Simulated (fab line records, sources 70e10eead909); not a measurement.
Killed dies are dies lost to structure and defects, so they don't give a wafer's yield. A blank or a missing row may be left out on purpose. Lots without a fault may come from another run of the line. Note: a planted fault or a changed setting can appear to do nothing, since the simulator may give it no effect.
Problem report, 8D (eight disciplines) form, completed by code | flow nandHarc | the parts of the form that need people (team, actions taken, sign-off) are left out

1. WHAT IS WRONG
Wafers without a fault read 3.4, standard deviation 2.2; killedAtPeriphery at NHARC_END_SORT_01 reads a mean of 649.4 on 9 wafers belonging to 3 lots. So: +99 or more standard deviations from the usual mean.
Earliest sighting: wafer L192.1 on prober-01 at day 22 06:49. The record has a number at this step for 24 wafers belonging to 8 lots. Rule for "out" (also "out of limits"): further than 4 standard deviations from the usual mean. All remaining wafers that have a number are taken as sound.

2. WHAT IT IS, AND WHAT IT ISN'T
question                    | is                                                                                                          | is not
which readings at this step | killedAtPeriphery, defectLimitedYield, killedDies, sort_bin_2_pct, sortNPass, sortRimYieldPct, sortYieldPct | killedAtArray, sort_bin_3_pct, sort_bin_4_pct
which lots                  | L191, L192, L194                                                                                            | L182, L187, L190, L193, L203
which wafers of those lots  | all that have a number                                                                                      | -
read on which gauges        | prober-01, prober-02                                                                                        | -
when                        | from day 22 06:49                                                                                           | up to then (9 sound wafers); but 6 sound wafers of L193, L203 came after

3. THE SUSPECTS, EACH WITH WHAT RULES IT OUT
Counting: any tool at a process step up to the reading is kept as a suspect provided that every lot that is out went through it and no sound lot did after the first of them.
- the gauge at NHARC_END_SORT_01 has been ruled out. The wafers that are out were read on 2 gauges (prober-01, prober-02).
- pvdSputter-03 at NHARC_P_BONDPAD_PVD_27 (deposits Cu, target thk 30 nm, time 20.49 s): kept. It processed each lot that is out, first L192 at day 9 15:31, and no sound lot thereafter; up to then, the last sound lot it processed was L193 at day 9 14:11.
After counting, what remains is pvdSputter-03 at NHARC_P_BONDPAD_PVD_27.

4. THE CAUSE (what the simulator had put in)
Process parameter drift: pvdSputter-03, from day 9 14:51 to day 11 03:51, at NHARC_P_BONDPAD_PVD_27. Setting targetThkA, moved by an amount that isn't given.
After counting, this tool was the only one left.

5. THE CHAIN OF EFFECTS, in route order
Each row: a reading where the mean over the struck wafers with a number is more than 3 standard deviations away from the usual. Readings are gone through only where the record gives a usual standard deviation; hours: the median, over the lots, of the time from a lot's start at the first step in this table giving one to that lot's start at this step; sigmas: the change measured in usual standard deviations.
hours | step              | reading            | usual  | on struck wafers | change | sigmas
0     | NHARC_END_SORT_01 | defectLimitedYield | 95.7 % | 0.0              | -95.7  | -64
0     | NHARC_END_SORT_01 | killedAtPeriphery  | 3.4    | 649.4            | +646.0 | +99 or more
0     | NHARC_END_SORT_01 | killedDies         | 29     | 677              | +648   | +65
0     | NHARC_END_SORT_01 | sort_bin_2_pct     | 1.4 %  | 96.8             | +95.4  | +99 or more
0     | NHARC_END_SORT_01 | sortNPass          | 648    | 0                | -648   | -65
0     | NHARC_END_SORT_01 | sortRimYieldPct    | 95.6 % | 0.1              | -95.5  | -34
0     | NHARC_END_SORT_01 | sortYieldPct       | 95.7 % | 0.0              | -95.7  | -64

6. WHAT WOULD HAVE CAUGHT IT SOONER
The first out-of-limits reading at a measuring or inspecting step in this record came at day 22 06:49, 304 hours after the fault's start at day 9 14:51.
No tool reading at NHARC_P_BONDPAD_PVD_27 that has a usual standard deviation in the record was out on any struck wafer, so an alarm limit of 4 standard deviations on those readings would not have fired.
By day 22 06:49, every lot that is out (3) had started NHARC_P_BONDPAD_PVD_27 on pvdSputter-03. None of them would have been spared by holding the tool at that moment.
